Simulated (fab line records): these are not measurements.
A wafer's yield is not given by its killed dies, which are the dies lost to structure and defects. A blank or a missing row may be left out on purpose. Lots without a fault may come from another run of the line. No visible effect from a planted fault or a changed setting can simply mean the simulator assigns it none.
Chamber matching / flow n5 finfet / N5_BEOL_M0_SAQP_ETCH_102 on rie si-05: 4 sister chambers
The step etches SiO2 in CF4, target depth 4 nm, time 4.4 s. 4 wafers are shown with their chamber, then 10 later ones without.

== WAFERS PAIRED WITH THEIR CHAMBERS ==
wafer=L080.5; chamber=2; throttle valve pct (%)=21.87
wafer=L090.3; chamber=0; throttle valve pct (%)=22.01
wafer=L091.1; chamber=3; throttle valve pct (%)=22.03
wafer=L091.3; chamber=1; throttle valve pct (%)=21.50

== WAFERS WITHOUT THEIR CHAMBER ==
wafer=L091.6; throttle valve pct (%)=21.86
wafer=L092.3; throttle valve pct (%)=22.04
wafer=L092.4; throttle valve pct (%)=21.49
wafer=L092.5; throttle valve pct (%)=22.04
wafer=L093.1; throttle valve pct (%)=22.05
wafer=L093.4; throttle valve pct (%)=21.86
wafer=L093.6; throttle valve pct (%)=22.02
wafer=L094.1; throttle valve pct (%)=22.03
wafer=L094.5; throttle valve pct (%)=22.00
wafer=L094.6; throttle valve pct (%)=21.49

== CHAMBER TAKEN BY EACH ==
wafer=L091.6; from the rows above=2; in truth=2
wafer=L092.3; from the rows above=can't be placed: 3 or 0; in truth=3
wafer=L092.4; from the rows above=1; in truth=1
wafer=L092.5; from the rows above=can't be placed: 3 or 0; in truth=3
wafer=L093.1; from the rows above=can't be placed: 3 or 0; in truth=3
wafer=L093.4; from the rows above=2; in truth=2
wafer=L093.6; from the rows above=can't be placed: 0 or 3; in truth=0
wafer=L094.1; from the rows above=can't be placed: 3 or 0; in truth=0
wafer=L094.5; from the rows above=can't be placed: 0 or 3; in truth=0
wafer=L094.6; from the rows above=1; in truth=1
Placed correctly: 4 of 10. Not placeable from these rows: 6 (in 6, the candidates include the true chamber). Wrongly placed: 0.
How it was worked out, from the rows above alone: a wafer's distance from a chamber is the root of the sum, over the readings, of the square of ((its reading less the chamber's mean) divided by the reading's scatter). If the next closest chamber is less than 2 further off than the closest, the wafer can't be placed; otherwise it belongs to the closest. A chamber's mean is the mean of its shown wafers. The scatter: with one shown wafer a chamber, the root of the mean of the squares of how far each hidden wafer lies from its nearest shown one.
